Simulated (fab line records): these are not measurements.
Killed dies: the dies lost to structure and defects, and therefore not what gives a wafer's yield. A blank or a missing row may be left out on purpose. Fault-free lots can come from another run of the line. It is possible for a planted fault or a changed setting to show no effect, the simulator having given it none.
Split-lot trial + flow n5_finfet + 20 wafers read from 7 lots, route of 1938 steps

ON THE SPLIT
At N5_PASSIVATION_EXPOSE_07 (exposes mask TV, defocus 0 nm, target cd 3000 nm), the setting dose_mj was moved away from the recipe's 22.75 on 6 of the 20 wafers read, by -7.3% to -2.1%. The other wafers ran this setting at the recipe's value.

FROM THE SPLIT TO THE READING: what the file shows between them, 3 steps
- N5_PASSIVATION_PEB_08 (also split here: peb_time_s)
- N5_PASSIVATION_DEVELOP_09: develop time 60 s
- N5_PASSIVATION_HARDBAKE_11: time 120 s

THE READING
TV_LITHO.cd_nm (the simulator's own value, which no gauge read), in nm, at N5_PASSIVATION_DESCUM_12 (chemistry O2, time 7.9 s). There is no usual value for it anywhere in the file. The 14 wafers here that ran the recipe average 2999 nm, standard deviation 4.4 nm.

| wafer  | tool, chamber at the split | dose_mj as run | against the recipe | TV_LITHO.cd_nm, nm | against lot-mates on the recipe |
|--------|----------------------------|----------------|--------------------|--------------------|---------------------------------|
| L077.1 | krf_scanner-02, 0          | 22.75          | recipe             | 3001               | -                               |
| L077.2 | krf_scanner-02, 0          | 22.75          | recipe             | 2998               | -                               |
| L077.5 | krf_scanner-02, 0          | 22.75          | recipe             | 2991               | -                               |
| L078.1 | krf_scanner-01, 0          | 22.75          | recipe             | 2992               | -                               |
| L078.5 | krf_scanner-01, 0          | 21.96          | -3.5%              | 2982               | -13                             |
| L078.6 | krf_scanner-01, 0          | 22.75          | recipe             | 2998               | -                               |
| L081.3 | krf_scanner-02, 0          | 22.75          | recipe             | 2998               | -                               |
| L081.4 | krf_scanner-02, 0          | 22.75          | recipe             | 2997               | -                               |
| L081.5 | krf_scanner-02, 0          | 22.75          | recipe             | 3002               | -                               |
| L083.1 | krf_scanner-02, 0          | 22.75          | recipe             | 3008               | -                               |
| L083.3 | krf_scanner-02, 0          | 22.27          | -2.1%              | 2998               | -10                             |
| L083.4 | krf_scanner-02, 0          | 22.27          | -2.1%              | 3001               | -7                              |
| L087.3 | krf_scanner-02, 0          | 22.75          | recipe             | 3000               | -                               |
| L087.4 | krf_scanner-02, 0          | 22.75          | recipe             | 3003               | -                               |
| L091.3 | krf_scanner-02, 0          | 21.73          | -4.5%              | 2987               | -16                             |
| L091.4 | krf_scanner-02, 0          | 21.73          | -4.5%              | 2995               | -8                              |
| L091.6 | krf_scanner-02, 0          | 22.75          | recipe             | 3003               | -                               |
| L096.2 | krf_scanner-02, 0          | 22.75          | recipe             | 3002               | -                               |
| L096.3 | krf_scanner-02, 0          | 22.75          | recipe             | 2995               | -                               |
| L096.5 | krf_scanner-02, 0          | 21.08          | -7.3%              | 2979               | -20                             |

FIT RESULTS
A straight line over all 20 wafers: TV_LITHO.cd_nm changes by +2.5 nm for each +1% of dose_mj; r = +0.73; the points scatter about the line by 5.1 nm.
The same after taking each lot's own level away (the mean of its wafers on the recipe; 20 wafers): +2.82 nm for each +1%; r = +0.89; scatter 3.1 nm.
On that fit, the largest move of dose_mj shifts the reading by 21 nm.
The lots' own levels span 2995.0 to 3008.0 nm, that is 3.0 times the standard deviation above.
So the lot-to-lot level blurs the effect unless lot-mates are compared.
Check: -22.5 nm against its lot-mates is what the line predicts for one of the wafers moved furthest among these (-7.3%) when that wafer is left out of the fit. Against them it came out at -19.5 nm.

OTHER SPLITS ON THESE WAFERS
Note: prior to the reading, these wafers also went through further splits. Each is held against what the fit with the lots' levels taken away leaves over:
| other split on the same wafers    | wafers away from the commonest value | r with TV_LITHO.cd_nm (lot level and that fit taken away) |
|-----------------------------------|--------------------------------------|-----------------------------------------------------------|
| N5_BEOL_M13_TRENCH_ETCH_34 time_s | 4                                    | -0.07                                                     |
| N5_BEOL_M15_COAT_04 spin_rpm      | 6                                    | +0.22                                                     |
| N5_MIM_BOT_SPUTTER_00 time_s      | 5                                    | -0.07                                                     |
| N5_PASSIVATION_PEB_08 peb_time_s  | as run: not given for these wafers   | -                                                         |

THE FILE'S OWN FIT
TV_LITHO.cd_nm changes by +2.8 nm for each +1% of dose_mj, r = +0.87.
